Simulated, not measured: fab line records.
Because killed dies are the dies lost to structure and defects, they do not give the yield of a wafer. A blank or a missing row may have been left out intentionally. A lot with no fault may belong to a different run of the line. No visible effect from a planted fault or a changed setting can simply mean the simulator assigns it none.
A struck lot beside a sound one :: flow n5_finfet :: 18 out of 1938 route steps
Sound: wafers L316.2, L316.3, L316.5. Struck: wafer L317.3 (L317.1, L317.4, from the same lot, were not struck and are left out); the cause is given at the end.
At each step with rows: each side's tool, then ch and its chambers, then its first start. Under that, the readings that differ: sound wafers :: struck wafers :: difference of the means :: sigmas: that difference in standard deviations of wafers without a fault.
alike: readings with means less than 2 such deviations apart, plus words and numbers identical on both sides. not compared: withheld readings, readings lacking a value on some wafer, bounds such as >300 that could conceal the same value, and numbers that have no deviation in the record and whose values overlap.
A row with sigmas, a row that says differs or no value, or rows on one side alone: a step with any of these is where the two part. When numbers do not overlap yet have no deviation, they are printed without sigmas and do not part them. A reading missing from all wafers of one side parts the sides only when that side holds two or more wafers.

N5_BEOL_M13_ETCH_68: etches SOC in N2/H2, time 355 s.
  sound on rie_diel-06 ch 1,3, day 13 07:10; struck on rie_diel-02 ch 3, day 13 20:16
  alike: drypump_motor_current_A, oes_product_au, rf_vpp_V, showerhead_plenum_p_Torr, temp_c, throttle_valve_pct
  not compared: rf_hours_counter_h
then, 3 steps without rows for these wafers: N5_BEOL_M13_STRIP_69 (strips in N2/H2); N5_BEOL_M13_TRENCH_ETCH_34 (etches SiOC in C4F8/O2/Ar, target depth 413.47 nm, time 162.6 s); N5_BEOL_M13_STRIP_70 (strips in C4F8/O2/Ar).
N5_BEOL_M13_OCD_MEAS_35:
  sound: ocd-02 at day 13 07:34; struck: ocd-01 at day 13 20:39
  alike: trench_depth_nm
then, 1 step without rows for these wafers: N5_BEOL_M13_STRIP_37 (strips in N2/H2).
N5_BEOL_M13_ETCH_38: etches SiCN in CF4/N2, target depth 67.5 nm, time 71.9 s.
  sound on rie_diel-04 ch 0,1,2, day 13 07:41; struck on rie_diel-02 ch 0, day 14 01:35
  alike: cf4_flow_sccm, drypump_motor_current_A, mfc_ar_sccm, oes_product_au, rf_vpp_V, showerhead_plenum_p_Torr, throttle_valve_pct
  not compared: rf_hours_counter_h
then, 2 steps without rows for these wafers: N5_BEOL_M13_PRECLEAN_39 (cleans in residue remover, time 60 s); N5_BEOL_M13_SRD_40 (time 30 s, dry time 30 s).
N5_BEOL_M13_DEGAS_41: time 60 s.
  sound: pvd_sputter-03 at day 13 08:10; struck: pvd_sputter-03 at day 14 01:51
  alike: heater_power_w
N5_BEOL_M13_PRE_CLEAN_42: time 30 s.
  sound: pvd_sputter-03 at day 13 08:12; struck: pvd_sputter-03 at day 14 01:53
  alike: heater_power_w
then, 1 step without rows for these wafers: N5_BEOL_M13_SPUTTER_43 (material TaN, target thk 15 nm, time 24.19 s).
N5_BEOL_M13_SPUTTER_44: material Ta, target thk 10 nm, time 16.13 s.
  sound: pvd_sputter-03 at day 13 08:19; struck: pvd_sputter-03 at day 14 02:01
reading: model.Ta_of_BEOL_M13_SPUTTER_44.thk_nm (nm)
sound: 9.6 10 9.8
struck: 8
difference: -2
sigmas: 
  alike: substrate_temp_c, throttle_valve_pct
then, 2 steps without rows for these wafers: N5_BEOL_M13_SPUTTER_45 (material Cu, target thk 80 nm, time 13.33 s); N5_BEOL_M13_ECD_47 (material Cu, target thk 936 nm).
N5_BEOL_M13_ANNEAL_48: time 90 s.
  sound on rtp_anneal-01 ch 0, day 13 08:44; struck on rtp_anneal-01 ch 0, day 14 02:34
  alike: anneal_temp_c, wafer_temp_C_max
N5_BEOL_M13_CMP_49: polishes, stops on SiOC, t overpolish 17.1 s, target thk 420 nm.
  sound on cmp-03 ch 1,2,3, day 13 09:04; struck on cmp-03 ch 1, day 14 02:52
reading: barrier_field_endpoint_s (s)
sound: 29.0 29.9 29.0
struck: 27.3
difference: -2.0
sigmas: -3
  alike: clearing_platen_down_force_psi, motor_current_A, retaining_ring_pressure_frac
N5_BEOL_M13_THK_MEAS_50: measures by xrf.
  sound: film_metro-02 at day 13 09:21; struck: film_metro-01 at day 14 03:10
  alike: M13_THK

WHERE THEY PART
Within this record, at N5_BEOL_M13_CMP_49 only. Later steps at which nothing parts them and some readings are alike: N5_BEOL_M13_THK_MEAS_50.

WHY: what the simulator had put in
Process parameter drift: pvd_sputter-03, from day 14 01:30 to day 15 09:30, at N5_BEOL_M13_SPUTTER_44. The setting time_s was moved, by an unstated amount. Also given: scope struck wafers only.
